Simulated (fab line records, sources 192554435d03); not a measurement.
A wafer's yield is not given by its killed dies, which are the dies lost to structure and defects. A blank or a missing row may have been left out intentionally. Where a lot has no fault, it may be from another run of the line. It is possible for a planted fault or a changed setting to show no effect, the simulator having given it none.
Matching of chambers + flow n5Finfet + N5_BEOL_M0_PRE_CLEAN_131 on cvdCo-02: 3 sister chambers
The step time 15 s. 3 wafers are shown with their chamber, then 10 later ones without.

== WAFERS, EACH WITH ITS CHAMBER ==
| wafer  | chamber | heaterPowerW (W) |
|--------|---------|------------------|
| L086.2 | 1       | 95               |
| L088.1 | 0       | 64               |
| L088.4 | 2       | 104              |

== WAFERS WHOSE CHAMBER IS MISSING ==
| wafer  | heaterPowerW (W) |
|--------|------------------|
| L088.6 | 93               |
| L087.1 | 65               |
| L087.2 | 95               |
| L087.6 | 66               |
| L091.2 | 92               |
| L091.4 | 66               |
| L091.6 | 101              |
| L097.2 | 64               |
| L097.3 | 96               |
| L097.4 | 94               |

== WHICH CHAMBER EACH WENT THROUGH ==
| wafer  | from the rows above     | in truth |
|--------|-------------------------|----------|
| L088.6 | 1                       | 1        |
| L087.1 | 0                       | 0        |
| L087.2 | 1                       | 1        |
| L087.6 | 0                       | 0        |
| L091.2 | 1                       | 1        |
| L091.4 | 0                       | 0        |
| L091.6 | can't be placed: 2 or 1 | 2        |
| L097.2 | 0                       | 0        |
| L097.3 | 1                       | 1        |
| L097.4 | 1                       | 1        |
Placed correctly: 9 of 10. Cannot be placed on the basis of these rows: 1; the candidates contain the true chamber in 1. Placed wrongly: 0.
How it was worked out, from the rows above alone: a wafer's distance from a chamber is the root of the sum, over the readings, of the square of ((its reading less the chamber's mean) divided by the reading's scatter). If the next closest chamber is less than 2 further off than the closest, the wafer can't be placed; otherwise it belongs to the closest. For every chamber, the mean is computed from those of its wafers that are shown. The scatter: with one shown wafer a chamber, the root of the mean of the squares of how far each hidden wafer lies from its nearest shown one.
